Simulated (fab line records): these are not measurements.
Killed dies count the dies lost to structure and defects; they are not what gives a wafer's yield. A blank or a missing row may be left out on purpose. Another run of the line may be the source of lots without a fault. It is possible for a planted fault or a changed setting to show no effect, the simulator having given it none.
fab line records	flow n5Finfet	part 1 of 2: steps 1 to 4 of 6
[record] lots = 24	wafers = 72	lastDay = 21
route steps=1938 shown FIN_CUT@164 STI_FIN_REVEAL@190 SD_EPI_N@279
lots that met no fault: taken from a fault-free run of the same line
startH: start of the lot's first displayed wafer, in hours after the record's first day	waitH: time in hours since the lot's previous step	" same as the row above	L1.1+2: a row that stands for several wafers	- either no value or no given start	* or withheld: withheld	< > ~ a bound
route shown NAME@n: names a module that has steps shown in the file, with the first one's number in the route	usual: average and standard deviation across the fault-free wafers	same: alike in all rows	chamber/n: place in a boat	sites: the reading at each site	_std_site: how widely they spread, as a standard deviation	_edge_site: mean of outer sites minus mean of inner sites	radiusMm: for every site, how far away it sits from the centre of the wafer	mask NAME#n: copy n	behind: the tool/chamber that last shaped the wafer	hold: the reason the lot was held/the length of the hold in hours/how it ended	device: the transistor (n, p or np) that didn't switch	end of line: the same wafers' tests at the end of the route	step lacking rows: just its recipe	killed: at the first sort, the dies lost to defects and structure; wafer yield is something else	map: a wafer's dies, x killed, . not, _ none there
set.NAME: the run value of the setting; set.NAME@STEP: its run value at that earlier step	model.NAME: the simulator's own value behind a step, which no gauge read
steps of the route over a sample of lots; a table a step, a row a wafer
services: the hour from which a tool's chamber was out of use, counted from the record's first day as startH (under 0 if before that day), plus the number of hours and why
[[steps]]
[step N5_FIN_CUT_OVL_MEAS_09]
[recipe] pointsPerWafer = 522
[usual] FIN_CUT_OVL = -0.3/0.66
lot.wafer	tool	chamber	startH	waitH	FIN_CUT_OVL[nm]
L074.3	overlay-01	0	26.74	0.0	0.0
L074.4	"	0	"	"	0.7
L074.6	"	0	"	"	0.4
L075.1	overlay-02	0	32.79	0.0	-0.8
L075.3	"	0	"	"	-1.0
L075.6	"	0	"	"	-1.8
L076.1	overlay-01	0	38.95	0.0	-0.7
L076.4	"	0	"	"	1.1
L076.6	"	0	"	"	0.6
L077.3	overlay-01	0	46.05	0.0	0.8
L077.5	"	0	"	"	1.0
L077.6	"	0	"	"	0.0
L078.2	overlay-01	0	52.57	0.0	0.5
L078.4	"	0	"	"	0.3
L078.6	"	0	"	"	-0.6
L079.2	overlay-01	0	57.11	0.0	0.8
L079.3	"	0	"	"	-0.4
L079.4	"	0	"	"	-0.2
L080.2	overlay-02	0	68.28	0.0	0.1
L080.3	"	0	"	"	-0.3
L080.5	"	0	"	"	-0.1
L081.1	overlay-02	0	76.36	0.0	-0.1
L081.2	"	0	"	"	0.4
L081.5	"	0	"	"	0.1
L082.2	overlay-01	0	79.49	0.0	-0.5
L082.5	"	0	"	"	0.4
L082.6	"	0	"	"	-0.1
L083.2	overlay-01	0	81.24	0.0	-0.1
L083.3	"	0	"	"	-0.8
L083.4	"	0	"	"	-0.8
L084.2	overlay-01	0	86.69	0.0	-0.4
L084.4	"	0	"	"	-0.6
L084.5	"	0	"	"	-0.1
L085.1	overlay-01	0	93.36	0.0	-0.5
L085.2	"	0	"	"	0.9
L085.3	"	0	"	"	-0.2
L086.3	overlay-01	0	99.60	0.0	-1.2
L086.4	"	0	"	"	-1.0
L086.5	"	0	"	"	-1.7
L087.2	overlay-02	0	105.11	0.0	0.8
L087.3	"	0	"	"	-0.2
L087.5	"	0	"	"	0.3
L088.3	overlay-01	0	110.35	0.0	-0.8
L088.5	"	0	"	"	-0.6
L088.6	"	0	"	"	-1.1
L089.2	overlay-01	0	116.29	0.0	-0.9
L089.4	"	0	"	"	-2.0
L089.6	"	0	"	"	-1.5
L090.2	overlay-02	0	122.23	0.0	-0.5
L090.4	"	0	"	"	-1.0
L090.5	"	0	"	"	-0.7
L091.1	overlay-01	0	128.89	0.0	0.3
L091.2	"	0	"	"	-0.8
L091.4	"	0	"	"	0.4
L092.1	overlay-01	0	134.94	0.0	0.2
L092.4	"	0	"	"	-1.2
L092.6	"	0	"	"	0.1
L093.1	overlay-01	0	140.67	0.0	-0.5
L093.5	"	0	"	"	0.2
L093.6	"	0	"	"	-0.5
L094.2	overlay-01	0	151.61	0.0	-1.8
L094.3	"	0	"	"	-1.5
L094.4	"	0	"	"	-1.0
L095.2	overlay-01	0	154.49	0.0	0.1
L095.3	"	0	"	"	-1.1
L095.5	"	0	"	"	0.2
L096.2	overlay-01	0	160.02	0.0	-0.6
L096.3	"	0	"	"	-0.9
L096.4	"	0	"	"	0.7
L097.1	overlay-01	0	165.75	0.0	0.5
L097.2	"	0	"	"	-0.3
L097.4	"	0	"	"	-0.1
[step N5_FIN_CUT_CUT_ETCH_28]
[recipe] chemistry = HBr/Cl2/O2	target = Si	targetDepthA = 60	maskMaterial = SOC	timeS = 2.4	ionEnergyEv = *	biasW = *	pressureMtorr = 10	icpW = 800	HBr_flow_sccm = 150	Cl2_flow_sccm = 80	O2_flow_sccm = 12
[usual] drypumpMotorCurrentA = 5.7/0.48	oesProductAu = 1.005/0.017	throttleValvePct = 37.2/0.39
lot.wafer	tool	chamber	startH	waitH	drypumpMotorCurrentA	oesProductAu	rfHoursCounterH	throttleValvePct
L074.3	rieSi-05	2	27.53	0.0	6.3	1.018	107	37.1
L074.4	"	1	"	"	5.7	1.001	189	37.4
L074.6	"	3	"	"	5.7	0.997	-	37.8
L075.1	rieSi-06	1	33.57	0.0	5.6	1.017	178	36.6
L075.3	"	0	"	"	5.8	1.041	7	37.1
L075.6	"	0	"	"	5.8	1.046	-	37.1
L076.1	rieSi-03	0	39.73	0.0	5.0	0.991	51	36.9
L076.4	"	1	"	"	6.5	0.994	124	37.6
L076.6	"	1	"	"	6.5	1.001	-	37.6
L077.3	rieSi-05	2	46.87	0.0	6.3	1.007	107	37.2
L077.5	"	0	"	"	6.1	1.017	-	36.9
L077.6	"	3	"	"	5.7	0.993	-	37.7
L078.2	rieSi-03	2	53.34	0.0	5.8	0.975	105	36.5
L078.4	"	0	"	"	5.0	0.989	52	36.9
L078.6	"	1	"	"	6.4	0.994	-	37.6
L079.2	rieSi-03	0	59.28	0.0	5.0	0.997	52	36.9
L079.3	"	2	"	"	5.8	0.980	105	36.5
L079.4	"	3	"	"	5.2	1.024	157	37.2
L080.2	rieSi-03	0	69.53	0.0	5.0	0.993	53	36.9
L080.3	"	2	"	"	5.8	0.973	106	36.6
L080.5	"	3	"	"	5.3	1.028	-	37.3
L081.1	rieSi-03	2	77.41	0.0	5.8	0.982	106	36.5
L081.2	"	0	"	"	5.0	0.996	53	36.9
L081.5	"	2	"	"	5.8	0.977	-	36.5
L082.2	rieSi-03	1	80.35	0.0	6.5	0.996	126	37.6
L082.5	"	0	"	"	5.0	0.997	-	36.9
L082.6	"	3	"	"	5.3	1.023	-	37.3
L083.2	rieSi-06	3	82.01	0.0	6.4	0.986	19	37.5
L083.3	"	1	"	"	5.6	1.028	178	36.5
L083.4	"	2	"	"	5.0	1.004	197	37.0
L084.2	rieSi-03	2	87.46	0.0	5.8	0.987	106	36.6
L084.4	"	2	"	"	5.8	0.982	-	36.5
L084.5	"	1	"	"	6.4	0.987	-	37.6
L085.1	rieSi-05	2	94.14	0.0	6.3	1.012	108	37.2
L085.2	"	3	"	"	5.7	1.002	9	37.7
L085.3	"	1	"	"	5.7	1.006	191	37.4
L086.3	rieSi-06	3	100.37	0.0	6.4	0.991	19	37.5
L086.4	"	1	"	"	5.6	1.028	178	36.5
L086.5	"	1	"	"	5.6	1.028	-	36.5
L087.2	rieSi-05	0	105.93	0.0	6.1	1.017	106	36.9
L087.3	"	2	"	"	6.3	1.014	109	37.1
L087.5	"	1	"	"	5.8	1.007	-	37.4
L088.3	rieSi-03	0	111.11	0.0	5.0	0.990	54	36.9
L088.5	"	3	"	"	5.3	1.026	-	37.3
L088.6	"	0	"	"	5.0	0.995	-	36.9
L089.2	rieSi-03	2	117.06	0.0	5.8	0.983	107	36.5
L089.4	"	0	"	"	5.1	0.993	54	36.9
L089.6	"	0	"	"	5.1	0.987	-	36.9
L090.2	rieSi-06	1	123.00	0.0	5.6	1.026	178	36.6
L090.4	"	0	"	"	5.8	1.034	9	37.1
L090.5	"	3	"	"	6.4	0.992	-	37.5
L091.1	rieSi-06	1	129.90	0.0	5.6	1.027	179	36.6
L091.2	"	0	"	"	5.8	1.035	9	37.1
L091.4	"	3	"	"	6.4	0.992	19	37.5
L092.1	rieSi-06	0	135.71	0.0	5.8	1.027	9	37.1
L092.4	"	1	"	"	5.6	1.030	179	36.6
L092.6	"	1	"	"	5.6	1.027	-	36.6
L093.1	rieSi-05	3	141.47	0.0	5.7	0.991	10	37.7
L093.5	"	2	"	"	6.4	1.014	-	37.2
L093.6	"	1	"	"	5.8	1.007	-	37.4
L094.2	rieSi-06	2	152.40	0.0	5.0	0.997	0	37.7
L094.3	"	0	"	"	5.8	1.026	10	37.1
L094.4	"	1	"	"	5.6	1.026	179	36.6
L095.2	rieSi-05	0	155.26	0.0	6.1	1.008	107	36.9
L095.3	"	2	"	"	6.3	1.009	109	37.2
L095.5	"	2	"	"	6.3	1.015	-	37.1
L096.2	rieSi-06	0	160.79	0.0	5.8	1.036	10	37.1
L096.3	"	1	"	"	5.6	1.025	179	36.6
L096.4	"	3	"	"	6.4	0.990	20	37.5
L097.1	rieSi-05	2	166.52	0.0	6.3	1.008	110	37.1
L097.2	"	3	"	"	5.7	0.990	10	37.8
L097.4	"	1	"	"	5.8	1.000	192	37.4
[step N5_FIN_CUT_STRIP_22]
[recipe] chemistry = N2/H2	powerW = 500	tempC = 40	pressureMtorr = 50	rfFrequencyHz = 6e+07	overashFraction = 0.3	biasPowerW = 8	h2Frac = 0.5	n2FlowSccm = 300	h2FlowSccm = 300
[usual] drypumpMotorCurrentA = 5.7/0.36	h2FlowSccm = 299.9/0.92	oesProductAu = 0.81/0.091	rfVppV = 54.6/2.2	showerheadPlenumPTorr = 3.38/0.13	throttleValvePct = 18.8/0.51
lot.wafer	tool	chamber	startH	waitH	drypumpMotorCurrentA	h2FlowSccm	oesProductAu	rfHoursCounterH	rfVppV	showerheadPlenumPTorr	throttleValvePct
L074.3	rieDiel-02	0	27.60	0.0	5.8	300.6	0.70	204	57.4	3.36	19.9
L074.4	"	1	"	"	5.5	301.2	0.80	88	57.2	3.28	18.8
L074.6	"	1	"	"	5.5	299.3	0.80	-	53.1	3.28	18.8
L075.1	rieDiel-06	1	33.66	0.1	5.5	299.8	0.71	188	54.2	3.46	18.7
L075.3	"	0	"	"	6.3	300.6	0.87	50	52.9	3.37	18.0
L075.6	"	3	"	"	5.4	298.8	0.66	-	52.9	3.28	18.7
L076.1	rieDiel-02	2	39.80	0.0	5.6	301.4	0.81	102	54.9	3.09	18.6
L076.4	"	1	"	"	5.4	300.4	0.80	93	56.6	3.28	18.8
L076.6	"	1	"	"	5.4	300.6	0.82	-	59.1	3.27	18.8
L077.3	rieDiel-03	1	46.94	0.0	5.8	300.3	0.73	185	54.9	3.45	19.5
L077.5	"	1	"	"	5.8	299.9	0.72	-	51.7	3.45	19.5
L077.6	"	2	"	"	6.3	297.9	0.91	-	54.7	3.59	18.9
L078.2	rieDiel-03	0	53.41	0.0	6.2	300.0	0.85	83	53.3	3.40	18.2
L078.4	"	1	"	"	5.8	298.7	0.72	-	55.6	3.45	19.5
L078.6	"	2	"	"	6.3	301.4	0.91	-	54.3	3.59	18.9
L079.2	rieDiel-02	3	59.35	0.0	5.9	300.6	0.77	137	54.1	3.50	18.8
L079.3	"	1	"	"	5.4	301.1	0.81	98	55.4	3.27	18.8
L079.4	"	1	"	"	5.4	300.6	0.80	-	51.0	3.27	18.8
L080.2	rieDiel-06	3	69.68	0.1	5.4	299.0	0.96	8	55.1	3.28	18.2
L080.3	"	0	"	"	6.3	299.6	0.85	65	55.1	3.37	18.0
L080.5	"	0	"	"	6.3	300.0	0.83	-	55.2	3.37	18.0
L081.1	rieDiel-06	0	77.48	0.0	6.2	300.0	0.84	68	56.6	3.36	18.0
L081.2	"	1	"	"	5.5	300.0	0.71	206	56.7	3.45	18.7
L081.5	"	1	"	"	5.5	299.6	0.70	-	54.4	3.45	18.7
L082.2	rieDiel-06	1	80.41	0.0	5.5	299.7	0.69	207	53.5	3.45	18.7
L082.5	"	1	"	"	5.5	301.2	0.70	-	54.9	3.45	18.7
L082.6	"	2	"	"	5.2	298.3	0.93	-	54.3	3.45	18.6
L083.2	rieDiel-06	3	82.08	0.0	5.5	300.1	0.95	12	56.4	3.27	18.3
L083.3	"	1	"	"	5.6	299.4	0.69	207	52.7	3.45	18.7
L083.4	"	0	"	"	6.2	298.6	0.82	69	55.1	3.36	18.1
L084.2	rieDiel-02	2	87.53	0.0	5.7	300.5	0.79	118	54.6	3.09	18.6
L084.4	"	0	"	"	5.8	298.6	0.68	218	50.8	3.36	19.9
L084.5	"	1	"	"	5.4	300.1	0.81	-	55.2	3.27	18.8
L085.1	rieDiel-03	2	94.21	0.0	6.2	299.8	0.90	42	54.8	3.58	18.9
L085.2	"	1	"	"	5.7	300.7	0.74	198	55.7	3.44	19.5
L085.3	"	3	"	"	5.2	300.5	0.97	11	55.7	3.59	19.3
L086.3	rieDiel-06	0	100.44	0.0	6.2	300.0	0.83	71	57.1	3.36	18.1
L086.4	"	3	"	"	5.4	299.6	0.94	14	48.8	3.27	18.3
L086.5	"	1	"	"	5.5	298.8	0.68	-	53.0	3.45	18.8
L087.2	rieDiel-06	1	105.99	0.0	5.5	298.6	0.68	209	54.2	3.45	18.7
L087.3	"	3	"	"	5.5	299.7	0.93	14	54.9	3.27	18.2
L087.5	"	0	"	"	6.2	298.8	0.84	-	56.7	3.36	18.0
L088.3	rieDiel-06	0	111.18	0.0	6.2	302.0	0.81	72	55.6	3.36	18.1
L088.5	"	1	"	"	5.5	300.2	0.68	-	54.9	3.45	18.7
L088.6	"	2	"	"	5.2	299.3	0.93	-	61.0	3.44	18.6
L089.2	rieDiel-02	2	117.13	0.0	5.7	301.2	0.76	123	54.5	3.08	18.6
L089.4	"	0	"	"	5.8	300.0	0.69	224	51.3	3.35	19.9
L089.6	"	3	"	"	5.9	299.9	0.76	-	51.7	3.49	18.8
L090.2	rieDiel-02	0	123.07	0.0	5.8	300.5	0.68	225	50.3	3.35	20.0
L090.4	"	3	"	"	5.9	300.0	0.76	155	58.9	3.49	18.8
L090.5	"	0	"	"	5.8	299.2	0.67	-	50.6	3.35	19.9
L091.1	rieDiel-02	3	129.98	0.1	6.0	301.0	0.76	156	54.6	3.49	18.8
L091.2	"	2	"	"	5.7	299.9	0.78	125	52.6	3.08	18.6
L091.4	"	1	"	"	5.4	297.8	0.79	115	52.3	3.26	18.8
L092.1	rieDiel-03	1	135.78	0.0	5.8	299.8	0.72	207	54.8	3.44	19.5
L092.4	"	2	"	"	6.3	299.9	0.87	49	53.7	3.58	18.9
L092.6	"	0	"	"	6.2	299.5	0.83	-	53.9	3.38	18.2
L093.1	rieDiel-06	3	141.53	0.0	5.4	300.4	0.93	18	56.0	3.27	18.2
L093.5	"	2	"	"	5.2	300.7	0.93	-	58.5	3.44	18.6
L093.6	"	1	"	"	5.5	299.2	0.68	-	58.2	3.45	18.7
L094.2	rieDiel-06	1	152.54	0.1	5.5	299.3	0.69	215	55.4	3.44	18.7
L094.3	"	0	"	"	6.3	299.2	0.82	77	54.6	3.36	18.0
L094.4	"	2	"	"	5.2	299.8	0.88	11	55.0	3.44	18.6
L095.2	rieDiel-03	1	155.32	0.0	5.8	299.5	0.71	210	54.5	3.44	19.6
L095.3	"	0	"	"	6.2	299.1	0.82	107	52.9	3.38	18.2
L095.5	"	2	"	"	6.3	298.5	0.89	-	53.0	3.57	19.0
L096.2	rieDiel-03	2	160.86	0.0	6.3	299.8	0.86	53	57.4	3.58	18.9
L096.3	"	3	"	"	5.2	300.1	0.92	23	50.5	3.58	19.3
L096.4	"	1	"	"	5.8	298.5	0.72	211	53.9	3.44	19.5
L097.1	rieDiel-02	1	166.59	0.0	5.4	300.9	0.79	122	55.5	3.26	18.8
L097.2	"	3	"	"	5.9	299.5	0.74	163	54.8	3.49	18.8
L097.4	"	0	"	"	5.8	299.9	0.68	233	54.3	3.35	20.0
[step N5_STI_FIN_REVEAL_ETCHBACK_08]
[recipe] chemistry = C4F6/O2	target = SiO2	targetDepthA = 305	timeS = 10.167	ionEnergyEv = 250	pressureMtorr = 30	sourceW = 345	biasW = 185	Ar_flow_sccm = 300	C4F6_flow_sccm = 10	O2_flow_sccm = 10
[usual] drypumpMotorCurrentA = 5.6/0.57	oesProductAu = 0.78/0.084	rfVppV = 669/21	showerheadPlenumPTorr = 2.86/0.062	throttleValvePct = 20.99/0.2
lot.wafer	tool	chamber	startH	waitH	drypumpMotorCurrentA	oesProductAu	rfHoursCounterH	rfVppV	showerheadPlenumPTorr	throttleValvePct
L074.3	rieDiel-05	3	33.50	0.1	5.2	0.66	-	689	2.81	21.22
L074.4	"	0	"	"	5.3	0.83	-	669	2.88	20.98
L074.6	"	0	"	"	5.3	0.83	-	670	2.88	20.96
L075.1	rieDiel-04	0	39.67	0.2	5.8	0.71	187	673	2.87	21.18
L075.3	"	3	"	"	6.6	0.74	165	634	2.93	20.76
L075.6	"	3	"	"	6.6	0.75	-	633	2.93	20.77
L076.1	rieDiel-01	2	46.27	0.3	5.2	0.73	193	666	2.74	21.04
L076.4	"	0	"	"	5.5	0.75	153	684	2.87	21.26
L076.6	"	1	"	"	5.1	0.78	-	677	2.98	21.07
L077.3	rieDiel-04	0	53.46	0.1	5.8	0.71	194	673	2.86	21.18
L077.5	"	3	"	"	6.6	0.74	-	632	2.93	20.79
L077.6	"	0	"	"	5.7	0.71	-	671	2.86	21.18
L078.2	rieDiel-04	2	59.93	0.2	4.9	0.77	107	691	2.88	20.76
L078.4	"	0	"	"	5.7	0.71	197	671	2.86	21.20
L078.6	"	1	"	"	6.3	1.00	-	693	2.93	21.23
L079.2	rieDiel-04	3	65.18	0.2	6.5	0.74	177	632	2.92	20.79
L079.3	"	0	"	"	5.7	0.71	199	673	2.86	21.18
L079.4	"	1	"	"	6.3	0.97	3	693	2.92	21.21
L080.2	rieDiel-04	0	79.55	0.2	5.8	0.70	203	672	2.86	21.20
L080.3	"	2	"	"	4.9	0.77	114	690	2.88	20.78
L080.5	"	0	"	"	5.7	0.71	-	671	2.86	21.20
L081.1	rieDiel-01	2	83.35	0.2	5.2	0.72	207	665	2.74	21.06
L081.2	"	3	"	"	5.7	0.89	32	639	2.78	20.66
L081.5	"	3	"	"	5.6	0.88	-	639	2.78	20.65
L082.2	rieDiel-05	0	86.51	0.2	5.2	0.81	80	669	2.88	20.99
L082.5	"	0	"	"	5.2	0.82	-	669	2.88	20.97
L082.6	"	3	"	"	5.2	0.65	-	688	2.80	21.23
L083.2	rieDiel-04	2	87.90	0.2	4.9	0.76	116	691	2.88	20.77
L083.3	"	1	"	"	6.3	0.95	8	694	2.92	21.22
L083.4	"	3	"	"	6.5	0.73	183	632	2.92	20.80
L084.2	rieDiel-05	1	93.35	0.2	6.4	0.91	14	643	2.81	20.81
L084.4	"	2	"	"	5.4	0.78	115	678	2.90	20.93
L084.5	"	0	"	"	5.3	0.80	-	670	2.88	20.98
L085.1	rieDiel-04	3	100.26	0.2	6.5	0.74	186	632	2.92	20.78
L085.2	"	1	"	"	6.4	0.95	11	693	2.92	21.22
L085.3	"	0	"	"	5.8	0.70	207	672	2.86	21.20
L086.3	rieDiel-04	3	106.27	0.1	6.5	0.73	187	632	2.92	20.80
L086.4	"	1	"	"	6.3	0.95	12	693	2.92	21.25
L086.5	"	2	"	"	4.9	0.76	-	691	2.87	20.78
L087.2	rieDiel-01	0	111.81	0.2	5.5	0.74	173	685	2.86	21.28
L087.3	"	3	"	"	5.6	0.88	40	640	2.77	20.66
L087.5	"	3	"	"	5.7	0.87	-	640	2.77	20.66
L088.3	rieDiel-05	2	117.03	0.1	5.4	0.79	119	677	2.89	20.93
L088.5	"	1	"	"	6.4	0.90	-	642	2.81	20.85
L088.6	"	0	"	"	5.3	0.81	-	668	2.87	21.01
L089.2	rieDiel-01	0	122.94	0.2	5.5	0.74	176	683	2.86	21.29
L089.4	"	3	"	"	5.6	0.86	44	641	2.77	20.66
L089.6	"	3	"	"	5.7	0.87	-	639	2.77	20.67
L090.2	rieDiel-05	3	128.89	0.2	5.2	0.99	2	689	2.80	20.87
L090.4	"	1	"	"	6.5	0.89	19	644	2.81	20.84
L090.5	"	2	"	"	5.3	0.77	-	677	2.89	20.96
L091.1	rieDiel-01	1	135.80	0.2	5.1	0.74	147	676	2.97	21.11
L091.2	"	2	"	"	5.3	0.71	219	666	2.73	21.08
L091.4	"	0	"	"	5.5	0.73	179	684	2.85	21.29
L092.1	rieDiel-04	3	141.60	0.2	6.6	0.72	197	632	2.91	20.83
L092.4	"	2	"	"	4.9	0.75	130	691	2.87	20.80
L092.6	"	1	"	"	6.3	0.92	-	692	2.92	21.25
L093.1	rieDiel-01	3	147.36	0.2	5.6	0.86	49	640	2.77	20.68
L093.5	"	0	"	"	5.5	0.73	-	685	2.85	21.28
L093.6	"	1	"	"	5.1	0.75	-	677	2.97	21.11
L094.2	rieDiel-05	1	158.63	0.2	6.4	0.87	28	642	2.81	20.86
L094.3	"	2	"	"	5.3	0.77	130	678	2.89	20.96
L094.4	"	0	"	"	5.2	0.80	95	669	2.87	20.99
L095.2	rieDiel-04	2	161.16	0.2	4.9	0.74	135	689	2.87	20.79
L095.3	"	1	"	"	6.4	0.91	26	694	2.91	21.25
L095.5	"	0	"	"	5.7	0.69	-	672	2.85	21.22
L096.2	rieDiel-04	1	166.68	0.2	6.3	0.91	28	694	2.91	21.27
L096.3	"	2	"	"	4.9	0.75	136	691	2.87	20.81
L096.4	"	0	"	"	5.8	0.68	221	671	2.85	21.23
L097.1	rieDiel-01	0	172.51	0.3	5.5	0.71	187	685	2.85	21.29
L097.2	"	3	"	"	5.6	0.84	55	640	2.77	20.69
L097.4	"	1	"	"	5.1	0.74	155	677	2.97	21.12
